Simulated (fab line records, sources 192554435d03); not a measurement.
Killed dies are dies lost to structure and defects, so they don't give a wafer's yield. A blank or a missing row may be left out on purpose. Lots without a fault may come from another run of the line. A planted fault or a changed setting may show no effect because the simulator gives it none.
Split-lot experiment | flow n5_finfet | 7 lots, 21 wafers read, on a route of 1938 steps

THE SPLIT
At N5_BEOL_M0_CUTY_EXPOSE_54 (exposes mask M0 ABLK), the setting dose_mj was moved away from the recipe's 36 on 7 of the 21 wafers read, by -7.0% to -3.5%. The other wafers ran this setting at the recipe's value.

FROM THE SPLIT TO THE READING: what the file shows between them, 2 steps
- N5_BEOL_M0_CUTY_PEB_55: peb time 60 s
- N5_BEOL_M0_CUTY_DEVELOP_56: develop time 30 s

THE READING
cd_nm, in nm, at N5_BEOL_M0_CUTY_CD_MEAS_57 (target cd 200 nm). Fault-free wafers of this fab line usually give 199.6 nm, standard deviation 1.1 nm.

wafer  | tool, chamber at the split | dose_mj as run | against the recipe | cd_nm, nm | against lot-mates on the recipe
L076.1 | arfi_scanner-01, 0         | 36             | recipe             | 197.6     | -
L076.5 | arfi_scanner-01, 0         | 33.47          | -7.0%              | 201.3     | +3.2
L076.6 | arfi_scanner-01, 0         | 36             | recipe             | 198.5     | -
L077.2 | arfi_scanner-02, 0         | 36             | recipe             | 200.3     | -
L077.4 | arfi_scanner-02, 0         | 36             | recipe             | 199.4     | -
L077.6 | arfi_scanner-02, 0         | 34.74          | -3.5%              | 202.8     | +2.9
L079.2 | arfi_scanner-02, 0         | 36             | recipe             | 199.8     | -
L079.3 | arfi_scanner-02, 0         | 34.3           | -4.7%              | 203.5     | +4.3
L079.4 | arfi_scanner-02, 0         | 36             | recipe             | 198.5     | -
L085.2 | arfi_scanner-03, 0         | 34.74          | -3.5%              | 202.2     | +1.8
L085.3 | arfi_scanner-03, 0         | 36             | recipe             | 200.4     | -
L085.4 | arfi_scanner-03, 0         | 34.74          | -3.5%              | 201.9     | +1.5
L086.2 | arfi_scanner-02, 0         | 36             | recipe             | 200.9     | -
L086.4 | arfi_scanner-02, 0         | 36             | recipe             | 200.6     | -
L086.6 | arfi_scanner-02, 0         | 36             | recipe             | 200.2     | -
L088.2 | arfi_scanner-03, 0         | 34.46          | -4.3%              | 204.3     | +4.5
L088.5 | arfi_scanner-03, 0         | 34.46          | -4.3%              | 203.1     | +3.3
L088.6 | arfi_scanner-03, 0         | 36             | recipe             | 199.8     | -
L096.1 | arfi_scanner-03, 0         | 36             | recipe             | 199.2     | -
L096.2 | arfi_scanner-03, 0         | 36             | recipe             | 198.3     | -
L096.4 | arfi_scanner-03, 0         | 36             | recipe             | 199.6     | -

THE FIT
A straight line over all 21 wafers: cd_nm changes by -0.637 nm for each +1% of dose_mj; r = -0.78; the points scatter about the line by 1.2 nm.
The same after taking each lot's own level away (the mean of its wafers on the recipe; 21 wafers): -0.67 nm for each +1%; r = -0.90; scatter 0.74 nm.
On that fit, the largest move of dose_mj shifts the reading by 4.7 nm.
The lots' own levels span 198.05 to 200.57 nm, that is 2.3 times the standard deviation above.
So the lot-to-lot level blurs the effect unless lot-mates are compared.
Check: with one of the wafers moved furthest among these (-7.0%) left out of the fit, the line predicts +5.59 nm for it against its lot-mates. It came out at +3.25 nm against them.

OTHER SPLITS ON THESE WAFERS
These wafers also went through other splits before the reading. Each is held against what the fit with the lots' levels taken away leaves over:
other split on the same wafers   | wafers away from the commonest value | r with cd_nm (lot level and that fit taken away)
N5_BEOL_M0_SAQP_COAT_08 spin_rpm | 7                                    | -0.16

THE FILE'S OWN FIT
cd_nm changes by -0.667 nm for each +1% of dose_mj, r = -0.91.
